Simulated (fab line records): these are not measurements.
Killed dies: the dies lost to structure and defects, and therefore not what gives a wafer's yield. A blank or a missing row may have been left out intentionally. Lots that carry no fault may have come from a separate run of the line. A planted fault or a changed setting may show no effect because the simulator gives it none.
The tool behind it: which one? -- flow n5Finfet -- 24 lots with 72 wafers sampled at 5 steps, on a route of 1938 steps

WHAT EACH GAUGE READ, for each wafer
N5_BEOL_M8_INSPECT_58: inspects for defects (darkfield). Usual: rawDefectCount reads 73 (standard deviation 20).
lot,measured,on,rawDefectCount,flag
L074,day 9 07:56,defectInspect-01,85 41 94,
L076,day 9 18:46,defectInspect-01,91 41 105,
L075,day 10 02:14,defectInspect-02,99 103 98,
L077,day 10 13:40,defectInspect-01,40 45 36,
L078,day 11 00:56,defectInspect-02,69 78 62,
L079,day 11 10:12,defectInspect-02,43 95 110,
L080,day 11 17:52,defectInspect-01,61 68 100,
L083,day 12 01:28,defectInspect-01,59 74 68,
L081,day 12 11:08,defectInspect-02,59 82 91,
L082,day 12 11:41,defectInspect-01,90 107 58,
L084,day 12 21:09,defectInspect-02,57 74 61,
L085,day 13 04:31,defectInspect-02,103 77 93,
L086,day 13 13:23,defectInspect-02,83 63 56,
L089,day 13 12:20,defectInspect-02,77 49 59,
L087,day 13 20:31,defectInspect-02,64 66 86,
L088,day 13 22:33,defectInspect-02,53 57 86,
L090,day 14 03:47,defectInspect-02,53 120 87,
L092,day 14 07:38,defectInspect-01,74 93 65,
L093,day 14 09:25,defectInspect-02,61 65 115,
L091,day 14 14:47,defectInspect-01,92 76 51,
L094,day 15 08:29,defectInspect-02,54 57 66,
L095,day 15 08:34,defectInspect-01,70 71 50,
L097,day 15 20:21,defectInspect-01,85 63 79,
L096,day 16 14:14,defectInspect-01,72 66 59,

WHAT TOOL EACH LOT RAN ON (gives the tool, then ch and the chambers of the sampled wafers, and finally the start)
lot,N5_BEOL_M7_DEGAS_44,N5_BEOL_M8_HM_DEP_02,N5_BEOL_M8_HM_OPEN_17,N5_BEOL_M8_STRIP_19
L074,"pvdSputter-01, day 8 18:13","pvdSputter-02, day 8 22:43","rieMetal-01 ch 0,1, day 8 23:34","rieDiel-04 ch 0,1,2, day 8 23:56"
L076,"pvdSputter-03, day 9 05:08","pvdSputter-02, day 9 11:03","rieMetal-03 ch 0,1, day 9 12:31","rieDiel-01 ch 2,3, day 9 12:39"
L075,"pvdSputter-03, day 9 15:17","pvdSputter-03, day 9 21:07","rieMetal-03 ch 0,1, day 9 22:01","rieDiel-01 ch 0,1,3, day 9 22:11"
L077,"pvdSputter-01, day 10 02:27","pvdSputter-03, day 10 05:59","rieMetal-03 ch 0,1, day 10 06:51","rieDiel-01 ch 2,3, day 10 06:56"
L078,"pvdSputter-02, day 10 12:33","pvdSputter-02, day 10 16:47","rieMetal-03 ch 0,1, day 10 17:46","rieDiel-02 ch 0,2,3, day 10 17:56"
L079,"pvdSputter-03, day 10 22:59","pvdSputter-03, day 11 02:34","rieMetal-01 ch 0,1, day 11 03:26","rieDiel-02 ch 0,1, day 11 03:34"
L080,"pvdSputter-03, day 11 02:27","pvdSputter-02, day 11 08:08","rieMetal-02 ch 0, day 11 09:10","rieDiel-02 ch 0,2,3, day 11 09:30"
L083,"pvdSputter-02, day 11 13:56","pvdSputter-03, day 11 17:02","rieMetal-03 ch 0,1, day 11 17:59","rieDiel-04 ch 0,1,2, day 11 18:06"
L081,"pvdSputter-03, day 11 21:24","pvdSputter-02, day 12 03:23","rieMetal-03 ch 0,1, day 12 04:10","rieDiel-01 ch 1,2,3, day 12 04:17"
L082,"pvdSputter-02, day 12 00:46","pvdSputter-02, day 12 06:00","rieMetal-01 ch 0, day 12 06:52","rieDiel-01 ch 2,3, day 12 07:13"
L084,"pvdSputter-03, day 12 12:56","pvdSputter-02, day 12 16:14","rieMetal-01 ch 0,1, day 12 17:05","rieDiel-01 ch 0,2,3, day 12 17:13"
L085,"pvdSputter-03, day 12 18:35","pvdSputter-01, day 12 21:44","rieMetal-03 ch 0,1, day 12 22:28","rieDiel-04 ch 0,1,3, day 12 22:45"
L086,"pvdSputter-03, day 13 00:57","pvdSputter-01, day 13 04:25","rieMetal-01 ch 0, day 13 05:14","rieDiel-01 ch 0,2,3, day 13 05:23"
L089,"pvdSputter-03, day 13 01:26","pvdSputter-02, day 13 06:26","rieMetal-01 ch 0, day 13 07:14","rieDiel-01 ch 0,2,3, day 13 07:26"
L087,"pvdSputter-02, day 13 10:21","pvdSputter-02, day 13 15:06","rieMetal-02 ch 0,1, day 13 15:50","rieDiel-04 ch 0,2,3, day 13 16:02"
L088,"pvdSputter-01, day 13 12:04","pvdSputter-02, day 13 16:34","rieMetal-03 ch 0,1, day 13 17:18","rieDiel-02 ch 0,3, day 13 17:25"
L090,"pvdSputter-01, day 13 19:05","pvdSputter-01, day 13 22:32","rieMetal-03 ch 0,1, day 13 23:31","rieDiel-02 ch 0,2,3, day 13 23:41"
L092,"pvdSputter-03, day 13 22:41","pvdSputter-01, day 14 01:56","rieMetal-01 ch 0,1, day 14 03:22","rieDiel-01 ch 0,1, day 14 03:30"
L093,"pvdSputter-02, day 14 02:03","pvdSputter-03, day 14 04:55","rieMetal-01 ch 0, day 14 05:40","rieDiel-02 ch 0,2,3, day 14 05:46"
L091,"pvdSputter-03, day 14 05:34","pvdSputter-01, day 14 09:47","rieMetal-03 ch 0, day 14 10:32","rieDiel-04 ch 0,1,3, day 14 10:38"
L094,"pvdSputter-01, day 14 21:38","pvdSputter-03, day 15 01:59","rieMetal-03 ch 0,1, day 15 02:55","rieDiel-01 ch 0,1,3, day 15 03:01"
L095,"pvdSputter-01, day 14 22:13","pvdSputter-01, day 15 03:14","rieMetal-03 ch 0, day 15 04:07","rieDiel-01 ch 0,1,3, day 15 04:20"
L097,"pvdSputter-03, day 15 10:43","pvdSputter-02, day 15 14:16","rieMetal-02 ch 0,1, day 15 15:01","rieDiel-04 ch 2,3, day 15 15:08"
L096,"pvdSputter-02, day 16 00:49","pvdSputter-01, day 16 05:48","rieMetal-03 ch 0,1, day 16 06:43","rieDiel-04 ch 1,2, day 16 06:47"
- N5_BEOL_M7_DEGAS_44: time 60 s.
- N5_BEOL_M8_HM_DEP_02: deposits TiN, target thk 20 nm.
- N5_BEOL_M8_HM_OPEN_17: chemistry Cl2/BCl3, target TiN, target depth 20 nm, overetch 6 nm.
- N5_BEOL_M8_STRIP_19: strips in O2.

AS READ BY THE TOOLS THEMSELVES (means over the sampled wafers that have a number; for cases with no such wafer, the mark the record gives instead)
N5_BEOL_M7_DEGAS_44. Usual: heaterPowerW reads 326 W (standard deviation 33).
lot,tool,heaterPowerW (W),flag
L074,pvdSputter-01,335,
L076,pvdSputter-03,338,
L075,pvdSputter-03,341,
L077,pvdSputter-01,339,
L078,pvdSputter-02,307,
L079,pvdSputter-03,335,
L080,pvdSputter-03,327,
L083,pvdSputter-02,308,
L081,pvdSputter-03,332,
L082,pvdSputter-02,275,
L084,pvdSputter-03,337,
L085,pvdSputter-03,334,
L086,pvdSputter-03,327,
L089,pvdSputter-03,320,
L087,pvdSputter-02,308,
L088,pvdSputter-01,281,
L090,pvdSputter-01,309,
L092,pvdSputter-03,354,
L093,pvdSputter-02,311,
L091,pvdSputter-03,333,
L094,pvdSputter-01,331,
L095,pvdSputter-01,336,
L097,pvdSputter-03,327,
L096,pvdSputter-02,308,

N5_BEOL_M8_HM_DEP_02. Usual: substrateTempC 25.00 C, standard deviation 0.11; throttleValvePct 30.3 %, standard deviation 1.2.
lot,tool,substrateTempC (C),throttleValvePct (%),flag
L074,pvdSputter-02,25.05,31.0,
L076,pvdSputter-02,25.06,30.3,
L075,pvdSputter-03,25.12,31.5,
L077,pvdSputter-03,25.00,29.5,
L078,pvdSputter-02,24.92,30.4,
L079,pvdSputter-03,25.04,30.3,
L080,pvdSputter-02,25.04,29.7,
L083,pvdSputter-03,24.97,29.3,
L081,pvdSputter-02,24.79,30.4,
L082,pvdSputter-02,25.10,30.8,
L084,pvdSputter-02,24.98,31.2,
L085,pvdSputter-01,25.06,30.6,
L086,pvdSputter-01,24.97,30.3,
L089,pvdSputter-02,25.10,31.5,
L087,pvdSputter-02,24.95,29.7,
L088,pvdSputter-02,24.93,30.6,
L090,pvdSputter-01,24.96,30.2,
L092,pvdSputter-01,25.06,29.5,
L093,pvdSputter-03,24.92,30.5,
L091,pvdSputter-01,25.03,30.1,
L094,pvdSputter-03,24.86,30.5,
L095,pvdSputter-01,25.02,30.0,
L097,pvdSputter-02,24.98,30.1,
L096,pvdSputter-01,24.91,29.2,

N5_BEOL_M8_HM_OPEN_17. Usual: drypumpMotorCurrentA 5.8 A, standard deviation 0.46; heBacksideLeakSccm 3.3 sccm, standard deviation 0.38; mfcCl2Sccm 53.25 sccm, standard deviation 0.15; oesProductAu 0.68 a.u., standard deviation 0.056; rfFwdPowerW 994 W, standard deviation 3.4; throttleValvePct 22.08 %, standard deviation 0.12.
lot,tool,drypumpMotorCurrentA (A),heBacksideLeakSccm (sccm),mfcCl2Sccm (sccm),oesProductAu (a.u.),rfFwdPowerW (W),throttleValvePct (%),flag
L074,rieMetal-01,5.3,3.9,53.26,0.73,999,22.05,
L076,rieMetal-03,5.9,3.2,53.34,0.68,992,22.01,
L075,rieMetal-03,5.9,3.3,53.29,0.67,995,22.01,
L077,rieMetal-03,5.9,3.1,53.37,0.67,995,22.01,
L078,rieMetal-03,6.2,3.1,53.40,0.72,994,22.11,
L079,rieMetal-01,5.3,3.2,53.21,0.71,996,22.07,
L080,rieMetal-02,5.6,3.6,53.44,0.64,991,21.94,
L083,rieMetal-03,6.2,3.3,53.10,0.70,993,22.13,
L081,rieMetal-03,6.1,3.4,53.29,0.70,993,22.12,
L082,rieMetal-01,5.3,3.4,53.26,0.72,996,22.12,
L084,rieMetal-01,5.3,3.4,53.19,0.70,995,22.09,
L085,rieMetal-03,6.2,3.1,53.18,0.70,990,22.12,
L086,rieMetal-01,5.3,3.5,53.28,0.72,997,22.12,
L089,rieMetal-01,5.3,3.5,53.20,0.71,994,22.12,
L087,rieMetal-02,5.8,3.5,53.15,0.62,996,22.01,
L088,rieMetal-03,5.9,3.1,53.38,0.65,993,22.03,
L090,rieMetal-03,6.1,3.2,53.18,0.69,990,22.12,
L092,rieMetal-01,5.3,3.3,53.19,0.70,997,22.10,
L093,rieMetal-01,5.3,3.4,53.30,0.70,996,22.13,
L091,rieMetal-03,5.6,3.2,53.26,0.61,996,21.93,
L094,rieMetal-03,6.1,3.4,53.16,0.68,997,22.12,
L095,rieMetal-03,5.6,3.1,53.09,0.61,995,21.93,
L097,rieMetal-02,5.9,3.5,53.21,0.60,993,22.09,
L096,rieMetal-03,6.2,3.3,53.07,0.67,991,22.14,

N5_BEOL_M8_STRIP_19. Usual: drypumpMotorCurrentA 5.5 A, standard deviation 0.36; o2FlowSccm 224.9 sccm, standard deviation 0.64; oesProductAu 0.81 a.u., standard deviation 0.078; rfVppV 3.7 V, standard deviation 0.65; showerheadPlenumPTorr 2.12 Torr, standard deviation 0.063; throttleValvePct 16.64 %, standard deviation 0.17.
lot,tool,drypumpMotorCurrentA (A),o2FlowSccm (sccm),oesProductAu (a.u.),rfVppV (V),showerheadPlenumPTorr (Torr),throttleValvePct (%),flag
L074,rieDiel-04,5.5,225.5,0.82,4.3,2.08,16.72,
L076,rieDiel-01,6.0,224.5,0.86,3.5,2.17,16.50,
L075,rieDiel-01,5.6,225.0,0.80,3.4,2.13,16.55,
L077,rieDiel-01,5.8,225.1,0.86,3.6,2.10,16.50,
L078,rieDiel-02,5.4,225.8,0.70,3.7,2.13,16.84,
L079,rieDiel-02,5.0,224.6,0.76,3.1,2.12,16.99,
L080,rieDiel-02,5.4,225.0,0.70,3.8,2.13,16.83,
L083,rieDiel-04,5.5,224.9,0.79,3.6,2.08,16.76,
L081,rieDiel-01,5.9,224.7,0.78,3.9,2.13,16.61,
L082,rieDiel-01,5.8,224.2,0.84,3.7,2.10,16.54,
L084,rieDiel-01,5.7,224.3,0.83,4.0,2.15,16.50,
L085,rieDiel-04,5.6,224.8,0.88,3.4,2.07,16.60,
L086,rieDiel-01,5.7,224.4,0.83,4.5,2.15,16.52,
L089,rieDiel-01,5.7,225.4,0.82,3.8,2.15,16.53,
L087,rieDiel-04,5.6,225.2,0.86,4.3,2.10,16.65,
L088,rieDiel-02,5.4,224.9,0.85,4.7,2.15,16.72,
L090,rieDiel-02,5.4,225.5,0.77,4.4,2.13,16.72,
L092,rieDiel-01,5.7,224.7,0.92,3.8,2.16,16.37,
L093,rieDiel-02,5.4,225.4,0.77,3.9,2.12,16.73,
L091,rieDiel-04,5.6,225.2,0.86,3.8,2.07,16.63,
L094,rieDiel-01,5.6,225.3,0.85,3.7,2.12,16.45,
L095,rieDiel-01,5.6,225.1,0.85,3.9,2.12,16.46,
L097,rieDiel-04,5.5,225.2,0.79,2.9,2.11,16.78,
L096,rieDiel-04,5.4,225.0,0.79,4.3,2.08,16.75,

THE ANSWER, worked out from the rows above alone
Rule: a lot counts as off when the mean over its wafers that have a number is more than 3 standard deviations away from the usual mean. Also off: a lot with no number at a reading for which 4 or more lots have one. All remaining lots with rows at the step are treated as sound. After the gauges, taken in route order, come the tools' own readings; for these a lot's mean is taken, as printed above. The first step at which some lot is off is used, and at that step the reading that is off furthest; a lot without a number counts as furthest.
No lot is off on any of the readings shown, so nothing can be concluded from this.

WHAT WAS PUT IN BY THE SIMULATOR
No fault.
